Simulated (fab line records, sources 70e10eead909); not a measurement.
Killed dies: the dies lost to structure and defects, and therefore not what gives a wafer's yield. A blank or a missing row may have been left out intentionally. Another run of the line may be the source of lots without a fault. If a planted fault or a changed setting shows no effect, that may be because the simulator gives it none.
fab line records    flow nand-harc
[record] lots = 12  wafers = 36  last-day = 24
route steps=1159 shown P_BONDPAD@369 A_ZERO_WELL@411 A_ONON_D1@432 END@1159
lots that met no fault: from a run of the same line without faults
start-h: hours from the record's first day to the start of the lot's first wafer shown    wait-h: how many hours have passed since the lot's step before this one    " unchanged from the row above    L1.1+2: several wafers, shown together as one row    - no value present, or no start provided    * or withheld: withheld    < > ~ a bound
route shown NAME@n: NAME is a module with steps in the file, n the number in the route of the first one    usual: mean/standard deviation of fault-free wafers    same: alike in all rows    chamber/n: place in a boat    sites: the reading at each site    _std_site: the standard deviation of these    _edge_site: inner sites' mean taken away from outer sites' mean    radius-mm: for every site, how far away it sits from the centre of the wafer    mask NAME#n: copy n    behind: the last tool/chamber to shape the wafer    hold: cause of the lot's hold/its duration in hours/its outcome    device: whichever transistor did not switch (one of n, p or np)    end of line: tests run on the same wafers once the route is complete    for a step that has no rows: nothing shown but its recipe    killed: the dies lost at the first sort to structure and to defects; this is not the yield of the wafer    map: the dies of a wafer, with x for killed, . for not killed, _ for no die there
set.NAME: the setting as run; set.NAME@STEP: as run at that earlier step    model.NAME: the simulator's own value behind a step, which no gauge read
steps of the route over a sample of lots; a table a step, a row a wafer
services: when a tool's chamber went out of use (start-h, in hours from the record's first day, below 0 if earlier), for how many hours, and the reason
[[steps]]
[step NHARC_P_BONDPAD_ETCH_12]
[recipe] target-depth-a = 2000  time-s = 100  chf3-flow-sccm = 50  o2-flow-sccm = 10  ar-flow-sccm = 200  rf-w = 500  bias-w = 200  chemistry = CHF3/O2
[usual] bias-w = 200.0/0.59  drypump-motor-current-A = 5.6/0.45  oes-product-au = 0.928/0.023  rf-vpp-V = 369.9/2.2  showerhead-plenum-p-Torr = 2.37/0.091  throttle-valve-pct = 20.573/0.0086
lot.wafer  tool         chamber  start-h  wait-h  bias-w  drypump-motor-current-A  oes-product-au  rf-hours-counter-h  rf-vpp-V  showerhead-plenum-p-Torr  throttle-valve-pct
L646.2     rie-diel-04  2        -        -       199.7   4.8                      0.937           1                   368.6     2.31                      20.576
L646.3     "            3        "        "       200.2   5.6                      0.963           1                   370.0     2.37                      20.579
L646.5     "            3        "        "       200.0   5.6                      0.970           -                   368.8     2.37                      20.585
L647.4     rie-diel-04  3        -        -       199.7   5.6                      0.948           2                   371.7     2.37                      20.568
L647.3     "            1        "        "       201.5   6.1                      0.946           2                   371.9     2.46                      20.565
L647.2     "            2        "        "       200.9   4.8                      0.960           3                   368.9     2.31                      20.570
L648.3     rie-diel-12  2        -        -       200.5   6.2                      0.915           38                  367.1     2.27                      20.585
L648.1     "            1        "        "       199.5   6.0                      0.922           41                  370.1     2.34                      20.565
L648.6     "            3        "        "       200.0   6.0                      0.939           -                   367.8     2.27                      20.577
L649.2     rie-diel-04  1        -        -       199.8   6.0                      0.903           2                   371.3     2.46                      20.562
L649.3     "            3        "        "       199.7   5.6                      0.909           3                   368.3     2.37                      20.574
L649.6     "            1        "        "       200.1   6.0                      0.901           -                   372.5     2.46                      20.584
L656.3     rie-diel-04  3        -        -       199.2   5.6                      0.920           6                   368.5     2.37                      20.567
L656.4     "            1        "        "       200.2   6.1                      0.899           5                   374.2     2.46                      20.563
L656.6     "            2        "        "       200.4   4.8                      0.903           -                   368.2     2.31                      20.570
L655.1     rie-diel-04  0        -        -       200.6   5.4                      0.930           5                   371.5     2.49                      20.583
L655.2     "            1        "        "       199.4   6.0                      0.938           5                   372.6     2.46                      20.583
L655.6     "            3        "        "       200.4   5.6                      0.972           -                   370.9     2.37                      20.588
L660.2     rie-diel-01  1        -        -       200.1   5.9                      0.904           26                  369.7     2.36                      20.576
L660.4     "            3        "        "       200.3   6.1                      0.914           29                  369.2     2.31                      20.579
L660.5     "            0        "        "       199.6   5.4                      0.936           -                   366.4     2.23                      20.585
L663.4     rie-diel-04  2        -        -       199.6   4.8                      0.913           -                   369.8     2.30                      20.573
L663.6     "            0        "        "       198.9   5.5                      0.918           -                   371.9     2.49                      20.591
L663.5     "            1        "        "       199.5   6.0                      0.900           -                   372.2     2.46                      20.570
L664.3     rie-diel-01  3        -        -       199.7   6.1                      0.952           35                  369.4     2.31                      20.554
L664.4     "            1        "        "       199.5   5.9                      0.949           -                   369.5     2.35                      20.574
L664.6     "            2        "        "       200.2   5.7                      0.939           -                   365.8     2.22                      20.569
L665.1     rie-diel-04  1        -        -       200.3   6.0                      0.914           12                  371.9     2.46                      20.566
L665.3     "            0        "        "       199.6   5.5                      0.911           11                  373.4     2.49                      20.568
L665.4     "            0        "        "       200.0   5.5                      0.912           -                   370.7     2.49                      20.569
L667.1     rie-diel-04  2        -        -       201.2   4.8                      0.907           14                  368.0     2.30                      20.569
L667.5     "            0        "        "       200.2   5.5                      0.909           -                   373.0     2.49                      20.569
L667.6     "            1        "        "       199.6   6.0                      0.899           -                   372.5     2.46                      20.576
L669.3     rie-diel-04  3        -        -       199.2   5.6                      0.927           11                  369.9     2.37                      20.571
L669.1     "            0        "        "       200.1   5.4                      0.914           13                  373.9     2.48                      20.562
L669.6     "            2        "        "       200.1   4.8                      0.902           -                   368.2     2.30                      20.567
[step NHARC_P_BONDPAD_CD_MEAS_13]
[usual] cd-nm = 499.5/2.7
lot.wafer  tool       chamber  start-h  wait-h  cd-nm
L646.2     cd-sem-02  -        129.56   -       500.1
L646.3     "          -        "        "       495.9
L646.5     "          -        "        "       499.7
L647.2     cd-sem-02  -        143.79   -       503.2
L647.3     "          -        "        "       503.3
L647.4     "          -        "        "       501.8
L648.1     cd-sem-02  -        145.77   -       496.7
L648.3     "          -        "        "       499.8
L648.6     "          -        "        "       498.9
L649.2     cd-sem-01  -        145.78   -       495.9
L649.3     "          -        "        "       493.9
L649.6     "          -        "        "       500.1
L656.3     cd-sem-02  -        182.87   -       499.7
L656.4     "          -        "        "       503.9
L656.6     "          -        "        "       500.6
L655.1     cd-sem-01  -        186.68   -       497.3
L655.2     "          -        "        "       495.8
L655.6     "          -        "        "       499.7
L660.2     cd-sem-03  -        218.93   -       496.5
L660.4     "          -        "        "       493.4
L660.5     "          -        "        "       495.1
L663.4     cd-sem-01  -        230.63   -       496.7
L663.5     "          -        "        "       504.2
L663.6     "          -        "        "       497.9
L664.3     cd-sem-02  -        237.05   -       497.8
L664.4     "          -        "        "       500.1
L664.6     "          -        "        "       498.9
L665.1     cd-sem-03  -        244.10   -       501.3
L665.3     "          -        "        "       501.2
L665.4     "          -        "        "       501.8
L667.1     cd-sem-03  -        255.08   -       502.5
L667.5     "          -        "        "       499.7
L667.6     "          -        "        "       500.0
L669.1     cd-sem-03  -        268.42   -       497.3
L669.3     "          -        "        "       496.1
L669.6     "          -        "        "       498.1
[step NHARC_A_ZERO_WELL_RTA_16]
[recipe] temp-c = 1000  time-s = 10
[usual] lamp-power-pct = 36.2/1.5  wafer_temp_C_max = 1005.2/1.8
lot.wafer  tool           chamber  start-h  wait-h  lamp-power-pct  wafer_temp_C_max
L646.2     rtp-anneal-02  0        134.44   -       37.9            1003.4
L646.3     "              0        "        "       38.0            1003.1
L646.5     "              0        "        "       38.0            1003.5
L647.2     rtp-anneal-02  0        148.78   -       38.0            1003.2
L647.3     "              0        "        "       37.9            1002.2
L647.4     "              0        "        "       37.9            1003.4
L648.1     rtp-anneal-01  0        150.72   -       35.0            1007.1
L648.3     "              0        "        "       35.0            1008.1
L648.6     "              0        "        "       35.0            1006.8
L649.2     rtp-anneal-02  0        151.21   -       37.9            1003.6
L649.3     "              0        "        "       37.8            1003.9
L649.6     "              0        "        "       38.0            1003.5
L656.3     rtp-anneal-01  0        187.79   -       35.0            1006.0
L656.4     "              0        "        "       35.0            1007.5
L656.6     "              0        "        "       35.0            1005.7
L655.1     rtp-anneal-01  0        191.51   -       35.0            1004.7
L655.2     "              0        "        "       34.9            1005.0
L655.6     "              0        "        "       34.9            1006.7
L660.2     rtp-anneal-01  0        224.00   -       35.1            1006.3
L660.4     "              0        "        "       35.0            1006.4
L660.5     "              0        "        "       35.0            1006.6
L663.4     rtp-anneal-01  0        235.54   -       35.0            1006.6
L663.5     "              0        "        "       35.0            1005.4
L663.6     "              0        "        "       35.0            1005.9
L664.3     rtp-anneal-02  0        242.06   -       38.0            1003.6
L664.4     "              0        "        "       37.9            1003.8
L664.6     "              0        "        "       38.0            1003.1
L665.1     rtp-anneal-02  0        248.82   -       38.0            1003.3
L665.3     "              0        "        "       37.9            1003.3
L665.4     "              0        "        "       38.0            1003.2
L667.1     rtp-anneal-01  0        259.79   -       34.9            1007.4
L667.5     "              0        "        "       35.0            1006.0
L667.6     "              0        "        "       34.9            1005.5
L669.1     rtp-anneal-02  0        273.73   -       37.9            1004.5
L669.3     "              0        "        "       38.0            1002.8
L669.6     "              0        "        "       38.0            1004.0
[step NHARC_A_ONON_D1_DEP_12]
[recipe] target-thk-a = 10000  n2-flow-sccm = 2750  n2o-flow-sccm = 2000  nh3-flow-sccm = 500  sih4-flow-sccm = 210  temp-c = 400
[usual] n2o-flow-sccm = 2001/6.4
lot.wafer  tool           chamber  start-h  wait-h  n2o-flow-sccm
L646.2     pecvd-onon-02  0        158.42   0.1     2004
L646.3     "              0        "        "       1996
L646.5     "              0        "        "       1995
L648.1     pecvd-onon-04  0        174.67   0.1     1990
L648.3     "              0        "        "       1986
L648.6     "              0        "        "       1994
L647.2     pecvd-onon-02  0        174.72   0.1     1998
L647.3     "              0        "        "       1995
L647.4     "              0        "        "       1999
L649.2     pecvd-onon-03  0        174.73   0.1     1994
L649.3     "              0        "        "       1995
L649.6     "              0        "        "       1994
L656.3     pecvd-onon-02  0        210.70   0.2     2006
L656.4     "              0        "        "       2007
L656.6     "              0        "        "       2002
L655.1     pecvd-onon-02  0        217.43   0.1     2008
L655.2     "              0        "        "       2002
L655.6     "              0        "        "       1991
L660.2     pecvd-onon-03  0        248.35   0.1     2001
L660.4     "              0        "        "       2001
L660.5     "              0        "        "       1996
L663.4     pecvd-onon-04  0        260.82   0.2     1994
L663.5     "              0        "        "       1987
L663.6     "              0        "        "       1987
L664.3     pecvd-onon-03  0        265.19   0.2     1993
L664.4     "              0        "        "       2003
L664.6     "              0        "        "       2004
L665.1     pecvd-onon-04  0        270.76   0.1     1999
L665.3     "              0        "        "       2000
L665.4     "              0        "        "       2003
L667.1     pecvd-onon-04  0        283.53   0.1     1999
L667.5     "              0        "        "       2001
L667.6     "              0        "        "       2000
L669.1     pecvd-onon-04  0        299.04   0.1     1994
L669.3     "              0        "        "       2003
L669.6     "              0        "        "       2004
[step NHARC_A_ONON_D1_THK_MEAS_14]
[recipe] thk-meas-gauge = ellipsometry
[usual] thk-nm = 998/11
lot.wafer  tool           chamber  start-h  wait-h  hold                      thk-nm
L646.2     film-metro-02  -        158.86   -       -                         992
L646.3     "              -        "        "       -                         993
L646.5     "              -        "        "       -                         991
L647.2     film-metro-01  -        175.17   -       -                         994
L647.3     "              -        "        "       -                         994
L647.4     "              -        "        "       -                         995
L648.1     film-metro-01  -        175.18   -       -                         1001
L648.3     "              -        "        "       -                         1003
L648.6     "              -        "        "       -                         1002
L649.2     film-metro-02  -        175.19   -       -                         992
L649.3     "              -        "        "       -                         994
L649.6     "              -        "        "       -                         992
L656.3     film-metro-01  -        211.10   -       await-dispo/0.2h/release  574
L656.4     "              -        "        "       await-dispo/0.2h/release  574
L656.6     "              -        "        "       await-dispo/0.2h/release  576
L656.3     film-metro-01  -        211.27   0.2     -                         573
L656.4     "              -        "        "       -                         576
L656.6     "              -        "        "       -                         575
L655.1     film-metro-01  -        217.95   -       await-dispo/0.2h/release  576
L655.2     "              -        "        "       await-dispo/0.2h/release  575
L655.6     "              -        "        "       await-dispo/0.2h/release  576
L655.1     film-metro-01  -        218.12   0.2     -                         575
L655.2     "              -        "        "       -                         576
L655.6     "              -        "        "       -                         576
L660.2     film-metro-02  -        248.80   -       -                         988
L660.4     "              -        "        "       -                         988
L660.5     "              -        "        "       -                         986
L663.4     film-metro-02  -        261.16   -       -                         1007
L663.5     "              -        "        "       -                         1006
L663.6     "              -        "        "       -                         1007
L664.3     film-metro-02  -        265.59   -       -                         1013
L664.4     "              -        "        "       -                         1012
L664.6     "              -        "        "       -                         1010
L665.1     film-metro-01  -        271.26   -       -                         1005
L665.3     "              -        "        "       -                         1005
L665.4     "              -        "        "       -                         1006
L667.1     film-metro-01  -        284.05   -       -                         1023
L667.5     "              -        "        "       -                         1026
L667.6     "              -        "        "       -                         1022
L669.1     film-metro-02  -        299.54   -       -                         984
L669.3     "              -        "        "       -                         984
L669.6     "              -        "        "       -                         984
[step NHARC_END_SORT_01]
[recipe] temp-c = 25
[usual] killed-at-array = 26/9.7  killed-at-other = 1.0/1.2  killed-at-periphery = 3.9/2.6  killed-dies = 31/9.7  killed-open = 3.2/1.8  killed-short = 2.0/1.3
[same] gross-dies = 677
lot.wafer  tool       chamber  start-h  wait-h  killed-at-array  killed-at-other  killed-at-periphery  killed-dies  killed-open  killed-short
L656.3     prober-02  0        485.90   3.1     675              0                2                    677          5            2
L656.4     prober-02  0        486.71   3.4     674              0                3                    677          3            2
L656.6     prober-02  0        488.34   4.1     668              1                8                    677          4            2
L655.1     prober-01  0        496.32   2.5     671              2                4                    677          7            2
L655.2     prober-01  0        497.11   2.8     676              1                0                    677          4            2
L655.6     prober-01  0        500.30   4.0     673              2                2                    677          1            0
// killed by level:class
L656.3 A_ONON_D1:area-dep=644 A_CHANNEL_HOLE_D1:chamber-film-flake=16 A_CONTACT:chamber-film-flake=4 A_CHANNEL_FILL_D1:geometric-particle:open=2 P_M1:chamber-film-flake=2 A_STAIRCASE:chamber-film-flake=2 A_SOURCE_PLATE:geometric-particle:open=1 A_SOURCE_PLATE:geometric-particle:short=1
L656.4 A_ONON_D1:area-dep=644 A_CHANNEL_HOLE_D1:chamber-film-flake=14 A_CONTACT:chamber-film-flake=8 P_M1:chamber-film-flake=3 A_CONTACT:geometric-particle:open=2 A_STAIRCASE:chamber-film-flake=2 A_CHANNEL_FILL_D1:geometric-particle:short=1 A_SGD_CUT:geometric-particle:open=1
L656.6 A_ONON_D1:area-dep=640 A_CHANNEL_HOLE_D1:chamber-film-flake=16 P_M1:chamber-film-flake=6 A_CONTACT:chamber-film-flake=4 A_M0:geometric-particle:open=2 A_WL_FILL:chamber-film-flake=2 P_GATE:geometric-particle:open=1 A_ONON_D1:geometric-particle:short=1
L655.1 A_ONON_D1:area-dep=650 A_SLIT:chamber-film-flake=6 A_CONTACT:chamber-film-flake=5 P_CONTACT:geometric-particle:open=2 A_CHANNEL_HOLE_D1:chamber-film-flake=2 A_STAIRCASE:chamber-film-flake=2 THIN_TSV:chamber-film-flake=2 P_GATE:geometric-particle:open=1
L655.2 A_ONON_D1:area-dep=643 A_SLIT:chamber-film-flake=18 A_CHANNEL_HOLE_D1:chamber-film-flake=3 A_CONTACT:chamber-film-flake=3 A_STAIRCASE:chamber-film-flake=2 A_ONON_D1:geometric-particle:open=1 A_CHANNEL_FILL_D1:geometric-particle:open=1 A_CHANNEL_FILL_D1:geometric-particle:short=1
L655.6 A_ONON_D1:area-dep=651 A_SLIT:chamber-film-flake=10 A_STAIRCASE:chamber-film-flake=4 A_WL_FILL:chamber-film-flake=4 A_CHANNEL_HOLE_D1:chamber-film-flake=2 THIN_TSV:chamber-film-flake=2 A_SOURCE_PLATE:geometric-particle:open=1 P_ZERO_WELL:chamber-film-flake=1
[[services]]
tool           chamber  start-h  hours  kind
pecvd-onon-02  -        111.00   13.0   pm
rie-diel-04    -        111.97   9.0    pm
rie-diel-04    0        111.97   9.0    vent-cycle
rie-diel-04    1        111.97   9.0    vent-cycle
rie-diel-04    2        111.97   9.0    vent-cycle
rie-diel-04    3        111.97   9.0    vent-cycle
rie-diel-04    0        120.97   -      clean
rie-diel-04    1        120.97   -      clean
rie-diel-04    2        120.97   -      clean
rie-diel-01    -        137.89   9.0    pm
pecvd-onon-03  -        153.00   13.0   pm
rie-diel-04    -        156.25   0.4    repair
rie-diel-01    2        182.89   4.9    repair
rie-diel-04    3        188.68   17.5   repair
rie-diel-12    -        202.46   9.0    pm
rie-diel-12    1        217.61   2.5    repair
rie-diel-01    -        225.76   1.2    repair
rie-diel-04    3        229.36   14.6   repair
rie-diel-01    0        236.41   21.0   repair
pecvd-onon-04  -        237.00   13.0   pm
rie-diel-04    3        279.05   5.2    repair
rie-diel-04    2        287.36   3.3    repair
rie-diel-04    -        288.99   9.0    pm
pecvd-onon-02  -        292.00   13.0   pm
[[key]]
[first-sign] step = NHARC_A_ONON_D1_THK_MEAS_14  reading = visit  direction = added
[effect] step = NHARC_A_ONON_D1_THK_MEAS_14  reading = thk-nm  direction = down  sigmas = 38  usual = 998  struck = 575
[effect] step = NHARC_END_SORT_01  reading = killed-at-array  direction = up  sigmas = 67  usual = 26  struck = 673
[more-kills-born-at] NHARC_A_ONON_D1_DEP_12@pecvd-onon-02 = 3872
met-at NHARC_A_ONON_D1_DEP_12
struck-lots L655,L656
struck-wafers L655.1,L655.2,L655.6,L656.3,L656.4,L656.6
later-rows-left-out L655.1,L655.2,L655.6,L656.3,L656.4,L656.6
tester-left-out L655,L656
not-acting-at NHARC_P_BONDPAD_ETCH_12,NHARC_P_BONDPAD_CD_MEAS_13,NHARC_A_ZERO_WELL_RTA_16
onset-between 174.72 210.70
[fault] kind = process-parameter-drift  tool = pecvd-onon-02  chamber = 0  onset-h = 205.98  steps = NHARC_A_ONON_D1_DEP_12  channel = target-thk-a  offset = *  shape = step  end-h = 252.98  acts-in = *  stated = *
// tester-left-out: of these lots the tester's yield and bins aren't shown, on N5 and GAA mostly nor the transistor test; their killed dies are dies lost to structure and defects alone, not to doping, threshold or leakage, so they don't give the yield
// later-rows-left-out: the simulator's readings of these wafers behind a module that went badly wrong aren't trusted and aren't shown, but for the sort
